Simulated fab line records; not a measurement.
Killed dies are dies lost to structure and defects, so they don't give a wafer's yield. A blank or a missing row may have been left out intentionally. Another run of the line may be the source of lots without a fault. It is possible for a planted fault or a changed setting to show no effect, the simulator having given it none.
Matching of chambers	flow n5Finfet	cvdCo-01 running N5_BEOL_M0_CO_CAP_123: 3 sister chambers
The step material Co, precursor CCTBA/H2, target thk 2 nm, time 102.1 s. 6 wafers are shown with their chamber, then 8 later ones without.

== WAFERS WITH THEIR CHAMBER ==
wafer	chamber	heaterPowerW (W)
L083.6	1	220
L082.6	1	214
L090.3	2	238
L092.4	0	203
L092.6	2	231
L094.1	0	198

== WAFERS WHOSE CHAMBER IS MISSING ==
wafer	heaterPowerW (W)
L094.2	238
L094.5	223
L096.2	231
L096.4	217
L096.6	234
L097.2	230
L097.3	222
L097.6	201

== CHAMBER TAKEN BY EACH ==
wafer	from the rows above	in truth
L094.2	2	2
L094.5	can't be placed: 1 or 2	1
L096.2	2	2
L096.4	1	1
L096.6	2	2
L097.2	can't be placed: 2 or 1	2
L097.3	can't be placed: 1 or 2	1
L097.6	0	0
Correctly placed: 5 of 8. These rows do not allow placing 3 (true chamber among the candidates in 3). 0 placed wrongly.
How it was worked out, from the rows above alone: a wafer's distance from a chamber is the root of the sum, over the readings, of the square of ((its reading less the chamber's mean) divided by the reading's scatter). If the next closest chamber is less than 2 further off than the closest, the wafer can't be placed; otherwise it belongs to the closest. A chamber's mean is the mean of its shown wafers. How the scatter is found: for the shown wafers, subtract from each reading the mean of its chamber, square and add these, divide the total by (wafers less chambers), then take the root.
